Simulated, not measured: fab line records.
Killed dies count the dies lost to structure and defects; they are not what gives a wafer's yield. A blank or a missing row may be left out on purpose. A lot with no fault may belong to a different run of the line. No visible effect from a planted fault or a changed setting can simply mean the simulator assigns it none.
Matching of chambers ; flow nand_harc ; 4 sister chambers for NHARC_A_SLIT_ETCH_24 on rie_diel-05
The step etches the open film in CF4/CHF3, target depth 121 nm, time 60.5 s. 20 wafers are shown with their chamber, then 10 later ones without.

## WAFERS WITH THEIR CHAMBER
wafer;chamber;drypump_motor_current_A (A);rf_vpp_V (V);oes_product_au (a.u.)
L074.3;0;5.3;374.4;0.926
L074.4;2;5.6;368.3;0.955
L074.5;0;5.3;374.8;0.941
L076.2;0;5.2;372.6;0.916
L076.5;0;5.2;373.2;0.929
L076.6;3;6.2;370.7;0.939
L077.1;3;6.2;372.0;0.972
L077.4;1;5.4;372.5;0.955
L077.5;3;6.2;371.5;0.976
L079.4;2;5.6;368.9;0.956
L079.5;3;6.2;372.9;0.960
L079.6;0;5.2;373.1;0.973
L083.1;0;5.2;373.4;0.952
L083.3;3;6.2;372.4;0.961
L083.6;0;5.2;373.6;0.953
L084.1;0;5.3;373.6;0.972
L084.2;1;5.5;372.4;0.954
L084.5;3;6.2;372.9;0.986
L087.3;0;5.2;373.8;0.954
L087.4;1;5.4;373.3;0.960

SIGNATURES (means of the wafers above)
reading;chamber 0;chamber 1;chamber 2;chamber 3;scatter within a chamber
drypump_motor_current_A;5.233;5.433;5.600;6.200;0.0408
rf_vpp_V;373.611;372.733;368.600;372.067;0.704
oes_product_au;0.94622;0.95633;0.95550;0.96567;0.0168
Rule: for a wafer and a chamber, the distance is found by dividing, reading by reading, the gap between the wafer's reading and the chamber's mean by the reading's scatter, squaring, summing and taking the root. The wafer belongs to the nearest chamber; if the next one is less than 2 further off, it can't be placed. The scatter: the root of (the sum of the squares of (reading less its chamber's mean) over the shown wafers, divided by (wafers less chambers)).

## WAFERS WITH NO CHAMBER GIVEN
wafer;drypump_motor_current_A (A);rf_vpp_V (V);oes_product_au (a.u.)
L087.6;5.4;372.5;0.961
L090.3;5.2;374.0;0.948
L090.4;5.6;367.7;0.982
L090.5;5.2;374.8;0.958
L091.1;5.2;374.3;0.974
L091.4;5.6;368.8;0.956
L091.5;5.3;374.5;0.976
L096.1;5.6;368.9;0.982
L096.2;5.2;372.6;0.959
L096.5;6.2;372.2;0.959

## WHICH CHAMBER EACH ONE RAN IN
wafer;from the rows above;in truth
L087.6;1;1
L090.3;0;0
L090.4;2;2
L090.5;0;0
L091.1;0;0
L091.4;2;2
L091.5;can't be placed: 0 or 1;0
L096.1;2;2
L096.2;0;0
L096.5;3;3
Correct placement for 9 of the 10. Can't be placed from these rows: 1 (the true chamber is among the candidates in 1). Placed wrongly: 0.
